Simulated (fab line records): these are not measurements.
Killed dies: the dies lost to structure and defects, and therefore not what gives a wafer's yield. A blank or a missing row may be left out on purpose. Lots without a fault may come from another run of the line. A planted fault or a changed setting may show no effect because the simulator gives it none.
Chamber matching    flow n5Finfet    pecvd-04 running N5_GATE_CUT_HM_DEP_46: 3 sister chambers
The step deposits SiO2 from TEOS/O2, target thk 130 nm, time 26.6 s. 6 wafers are shown with their chamber, then 8 later ones without.

EACH WAFER AND ITS CHAMBER
wafer   chamber  throttleValvePct (%)  showerheadPlenumPTorr (Torr)
L087.2  0        18.7                  8.31
L087.5  0        18.8                  8.33
L088.3  2        17.4                  8.36
L088.4  2        17.4                  8.35
L088.5  1        18.4                  8.38
L089.1  1        18.4                  8.39

WAFERS WITHOUT THEIR CHAMBER
wafer   throttleValvePct (%)  showerheadPlenumPTorr (Torr)
L089.2  18.9                  8.32
L089.6  18.5                  8.42
L090.1  19.0                  8.31
L090.4  18.8                  8.31
L090.5  17.5                  8.35
L096.3  18.2                  8.39
L096.5  18.5                  8.41
L096.6  18.7                  8.28

WHICH CHAMBER EACH WENT THROUGH
wafer   from the rows above  in truth
L089.2  0                    0
L089.6  1                    1
L090.1  0                    0
L090.4  0                    0
L090.5  2                    2
L096.3  1                    1
L096.5  1                    1
L096.6  0                    0
Correctly placed: 8 of 8. Can't be placed from these rows: 0. Placed wrongly: 0.
How it was worked out, from the rows above alone: a wafer's distance from a chamber is the root of the sum, over the readings, of the square of ((its reading less the chamber's mean) divided by the reading's scatter). The wafer belongs to the nearest chamber; if the next one is less than 2 further off, it can't be placed. For every chamber, the mean is computed from those of its wafers that are shown. The scatter is the square root of a quotient: the sum, over the shown wafers, of each reading's squared deviation from its chamber's mean, divided by wafers minus chambers.
